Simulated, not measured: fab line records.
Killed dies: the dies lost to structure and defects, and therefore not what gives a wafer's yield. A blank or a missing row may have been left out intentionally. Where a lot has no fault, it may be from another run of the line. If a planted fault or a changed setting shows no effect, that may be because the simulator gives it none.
The tool behind it: which one? | flow n5 finfet | Sampling: 12 lots, 36 wafers, 5 of 1938 route steps

## WHAT THE GAUGES SHOWED, per wafer
N5_BEOL_M3_RS_MEAS_58: measurement is done with a four-point probe.
lot  | measured     | on            | M3_RS (ohm/sq)
L075 | day 7 09:08  | film metro-02 | 0.65 0.66 0.63
L077 | day 8 02:16  | film metro-02 | 0.66 0.69 0.67
L079 | day 8 15:41  | film metro-01 | 0.72 0.72 0.65
L081 | day 9 09:08  | film metro-02 | 0.69 0.64 0.70
L083 | day 9 13:14  | film metro-01 | 0.64 0.65 0.66
L085 | day 10 01:19 | film metro-01 | 0.70 0.68 0.69
L087 | day 10 21:07 | film metro-01 | 0.69 0.67 0.65
L089 | day 11 19:29 | film metro-02 | 0.68 0.69 0.74
L091 | day 12 00:46 | film metro-02 | 0.64 0.62 0.61
L092 | day 12 04:24 | film metro-01 | 0.71 0.68 0.72
L094 | day 12 18:26 | film metro-02 | 0.65 0.64 0.63
L096 | day 13 21:51 | film metro-01 | 0.72 0.69 0.69

## WHAT TOOL EACH LOT RAN ON (gives the tool, then ch and the chambers of the sampled wafers, and finally the start)
lot  | N5_BEOL_M3_ETCH_69                 | N5_BEOL_M3_STRIP_36                | N5_BEOL_M3_SPUTTER_90        | N5_BEOL_M3_CO_CAP_55
L075 | rie diel-03 ch 2,3, day 7 00:56    | rie diel-06 ch 0,3, day 7 03:51    | pvd sputter-03, day 7 07:25  | cvd co-02 ch 0,2, day 7 08:56
L077 | rie diel-01 ch 0,2, day 7 21:34    | rie diel-01 ch 0,1, day 7 22:15    | pvd sputter-03, day 8 00:34  | cvd co-02 ch 1,2, day 8 02:05
L079 | rie diel-01 ch 0,2,3, day 8 02:22  | rie diel-01 ch 2,3, day 8 11:32    | pvd sputter-03, day 8 13:58  | cvd co-01 ch 0,1, day 8 15:29
L081 | rie diel-03 ch 1,2,3, day 9 00:55  | rie diel-01 ch 2,3, day 9 02:59    | pvd sputter-01, day 9 06:33  | cvd co-02 ch 0,1,2, day 9 08:57
L083 | rie diel-06 ch 1,3, day 9 04:34    | rie diel-01 ch 0,1,3, day 9 08:20  | pvd sputter-03, day 9 11:24  | cvd co-01 ch 0,1,2, day 9 13:04
L085 | rie diel-06 ch 0,3, day 9 19:04    | rie diel-06 ch 1,2, day 9 21:13    | pvd sputter-02, day 9 23:28  | cvd co-02 ch 0,1, day 10 01:06
L087 | rie diel-03 ch 0,1,3, day 10 13:03 | rie diel-03 ch 0,1,3, day 10 17:07 | pvd sputter-02, day 10 19:22 | cvd co-02 ch 0,1,2, day 10 20:54
L089 | rie diel-06 ch 0,1,3, day 11 10:56 | rie diel-06 ch 0,1,3, day 11 13:40 | pvd sputter-03, day 11 17:47 | cvd co-02 ch 0,2, day 11 19:19
L091 | rie diel-03 ch 0,1,3, day 11 13:31 | rie diel-01 ch 1,2,3, day 11 19:10 | pvd sputter-03, day 11 21:46 | cvd co-02 ch 1,2, day 12 00:35
L092 | rie diel-03 ch 1,2,3, day 11 21:13 | rie diel-01 ch 1,2,3, day 11 21:37 | pvd sputter-01, day 12 02:16 | cvd co-02 ch 0,1,2, day 12 04:13
L094 | rie diel-01 ch 1,2,3, day 12 13:05 | rie diel-01 ch 1,2, day 12 14:02   | pvd sputter-02, day 12 16:38 | cvd co-02 ch 0,2, day 12 18:15
L096 | rie diel-01 ch 2,3, day 13 13:18   | rie diel-01 ch 1,2,3, day 13 17:45 | pvd sputter-02, day 13 20:08 | cvd co-01 ch 0,1,2, day 13 21:40
- N5_BEOL_M3_ETCH_69: etches SiARC in CF4, target depth 15.6 nm, time 26 s.
- N5_BEOL_M3_STRIP_36: strips in N2/H2.
- N5_BEOL_M3_SPUTTER_90: material Cu, target thk 4.5 nm, time 8.29 s.
- N5_BEOL_M3_CO_CAP_55: material Co, precursor CCTBA/H2, target thk 2 nm, time 102.1 s.

## THE ANSWER, worked out from the rows above alone
Rule: the lots themselves supply what counts as usual. Put in order of their means at a reading, lots are off if they are a third of the lots or fewer, leave a main group of 4 or more, and stand apart from it by a gap of 3 or more times the standard deviation of the main group's means; of several such gaps the widest counts. The tables above print the reading to a certain number of digits; a main group whose means all agree to those digits is not used. Also off: a lot with no number at a reading for which 4 or more lots have one. All remaining lots with rows at the step are treated as sound.
No lot is off on any of the readings shown, so nothing can be concluded from this.

## WHAT WAS PUT IN BY THE SIMULATOR
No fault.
